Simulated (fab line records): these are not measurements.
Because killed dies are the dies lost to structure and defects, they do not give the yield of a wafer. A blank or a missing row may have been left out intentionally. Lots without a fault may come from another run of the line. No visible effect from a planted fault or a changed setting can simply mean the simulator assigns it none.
Chamber matching	flow n5 finfet	4 sister chambers for N5_BEOL_M6_ALD_77 on ald metal-03
The step deposits TaN, target thk 2 nm, pulse time 2 s, purge time 3 s. 18 wafers are shown with their chamber, then 9 later ones without.

WAFERS PAIRED WITH THEIR CHAMBERS
wafer	chamber	heater power w (W)	susceptor temp C (C)
L074.3	3	496	275.06
L074.4	2	393	274.40
L074.5	1	456	274.61
L080.2	0	387	275.36
L080.4	3	495	275.05
L080.5	0	395	275.09
L082.1	0	394	274.82
L082.2	1	441	275.05
L082.6	2	398	274.70
L086.1	1	442	275.14
L086.4	3	497	274.80
L086.6	0	390	275.12
L089.4	2	397	275.05
L089.5	3	489	275.09
L089.6	2	390	275.13
L088.1	0	386	274.96
L088.3	2	377	275.20
L088.4	3	499	274.82

SIGNATURES (means of the wafers above)
reading	chamber 0	chamber 1	chamber 2	chamber 3	scatter within a chamber
heater power w	390.40	446.33	391.00	495.20	6.26
susceptor temp C	275.0700	274.9333	274.8960	274.9640	0.248
Rule: a wafer lies at a distance from a chamber equal to the root of the sum of squares, over the readings, of (its reading less the chamber's mean, divided by the reading's scatter). If the next closest chamber is less than 2 further off than the closest, the wafer can't be placed; otherwise it belongs to the closest. The scatter is the square root of a quotient: the sum, over the shown wafers, of each reading's squared deviation from its chamber's mean, divided by wafers minus chambers.

WAFERS WITHOUT THEIR CHAMBER
wafer	heater power w (W)	susceptor temp C (C)
L092.1	489	274.84
L092.4	446	274.90
L092.5	396	274.80
L095.2	505	275.23
L095.4	445	275.05
L095.5	436	274.84
L096.3	380	274.80
L096.4	389	274.89
L096.6	389	274.80

THE CHAMBER EACH PASSED THROUGH
wafer	from the rows above	in truth
L092.1	3	3
L092.4	1	1
L092.5	can't be placed: 2 or 0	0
L095.2	3	3
L095.4	1	1
L095.5	1	1
L096.3	can't be placed: 2 or 0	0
L096.4	can't be placed: 2 or 0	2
L096.6	can't be placed: 2 or 0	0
Placed correctly: 5 of 9. Not placeable from these rows: 4 (in 4, the candidates include the true chamber). 0 placed wrongly.
